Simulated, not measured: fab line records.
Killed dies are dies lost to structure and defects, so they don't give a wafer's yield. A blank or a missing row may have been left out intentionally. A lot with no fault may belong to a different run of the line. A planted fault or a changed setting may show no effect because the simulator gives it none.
Which of the tools did it? / flow nand_harc / at 1 step of a route of 1302, 11 lots with 33 wafers sampled

== WHAT THE GAUGES SHOWED, per wafer ==
NHARC_A_ONON_D1_INSPECT_32.
lot=L368; measured=day 8 02:03; on=defect_inspect-01; raw_defect_count=54 75 91
lot=L369; measured=day 8 18:55; on=defect_inspect-02; raw_defect_count=57 65 69
lot=L372; measured=day 9 21:57; on=defect_inspect-02; raw_defect_count=51 48 46
lot=L375; measured=day 11 14:21; on=defect_inspect-02; raw_defect_count=103 114 109
lot=L377; measured=day 12 05:55; on=defect_inspect-02; raw_defect_count=70 39 50
lot=L386; measured=day 15 23:24; on=defect_inspect-02; raw_defect_count=105 94 68
lot=L387; measured=day 16 08:43; on=defect_inspect-01; raw_defect_count=81 83 78
lot=L388; measured=day 16 16:28; on=defect_inspect-02; raw_defect_count=89 57 122
lot=L389; measured=day 17 01:00; on=defect_inspect-02; raw_defect_count=34 50 37
lot=L390; measured=day 17 11:05; on=defect_inspect-01; raw_defect_count=74 82 118
lot=L391; measured=day 17 21:48; on=defect_inspect-01; raw_defect_count=114 166 106

== WHICH TOOL RAN EACH LOT (tool, then ch and the chambers of the sampled wafers, then the start) ==
Before these readings, the record contains no process step.

== THE ANSWER, worked out from the rows above alone ==
Rule: usual is defined by the lots themselves. The widest of any qualifying gaps counts: lots, ordered by their means at a reading, are off when they make up no more than a third of the lots, leave a main group of 4 or more, and stand apart from it by 3 or more times the standard deviation of that group's means. The tables above print the reading to a certain number of digits; a main group whose means all agree to those digits is not used. A lot without any number at a reading at which 4 lots or more have one is off too. The other lots that the step has rows for count as sound.
Across all readings shown, no lot is off: no conclusion can be drawn from this.

== WHAT THE SIMULATOR HAD INSERTED ==
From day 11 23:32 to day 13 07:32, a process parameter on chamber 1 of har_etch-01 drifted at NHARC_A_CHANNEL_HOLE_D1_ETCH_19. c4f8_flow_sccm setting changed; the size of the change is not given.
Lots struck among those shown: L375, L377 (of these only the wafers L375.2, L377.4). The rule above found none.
